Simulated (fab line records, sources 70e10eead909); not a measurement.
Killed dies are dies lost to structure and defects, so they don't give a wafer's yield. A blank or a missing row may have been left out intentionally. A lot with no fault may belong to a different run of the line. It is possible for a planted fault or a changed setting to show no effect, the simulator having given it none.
Which tool is to blame? + flow nandHarc + 36 wafers sampled from 12 lots at 1 step of a route of 1159

## WHAT THE GAUGES SHOWED, per wafer
NHARC_A_BLC_CD_MEAS_19.
| lot  | measured     | on       | cdNm (nm)         |
|------|--------------|----------|-------------------|
| L076 | day 17 15:36 | cdSem-02 | 99.2 100.4 99.4   |
| L074 | day 17 22:06 | cdSem-01 | 100.4 101.6 98.8  |
| L079 | day 18 06:31 | cdSem-03 | 99.5 99.6 100.9   |
| L081 | day 19 00:01 | cdSem-02 | 100.9 102.2 101.5 |
| L083 | day 19 12:18 | cdSem-01 | 99.4 99.4 101.4   |
| L086 | day 20 01:52 | cdSem-01 | 97.8 98.7 97.4    |
| L085 | day 20 11:49 | cdSem-03 | 102.3 99.5 101.5  |
| L089 | day 21 00:58 | cdSem-01 | 101.2 99.3 99.0   |
| L090 | day 21 15:47 | cdSem-01 | 102.1 98.5 102.8  |
| L096 | day 22 06:48 | cdSem-01 | 98.4 100.2 100.0  |
| L095 | day 22 13:44 | cdSem-03 | 100.2 100.3 101.7 |
| L097 | day 23 03:01 | cdSem-03 | 99.3 102.5 100.9  |

## WHICH TOOL RAN EACH LOT (tool, then ch and the chambers of the sampled wafers, then the start)
Record: no process step prior to these readings.

## THE ANSWER, worked out from the rows above alone
Rule: usual is defined by the lots themselves. Put in order of their means at a reading, lots are off if they are a third of the lots or fewer, leave a main group of 4 or more, and stand apart from it by a gap of 3 or more times the standard deviation of the main group's means; of several such gaps the widest counts. A main group is skipped when, at the precision printed for the reading in the tables above, its means are all equal. Also off: a lot with no number at a reading for which 4 or more lots have one. The other lots that the step has rows for count as sound.
No lot is off on any of the readings shown, so nothing can be concluded from this.

## WHAT HAD BEEN PUT IN BY THE SIMULATOR
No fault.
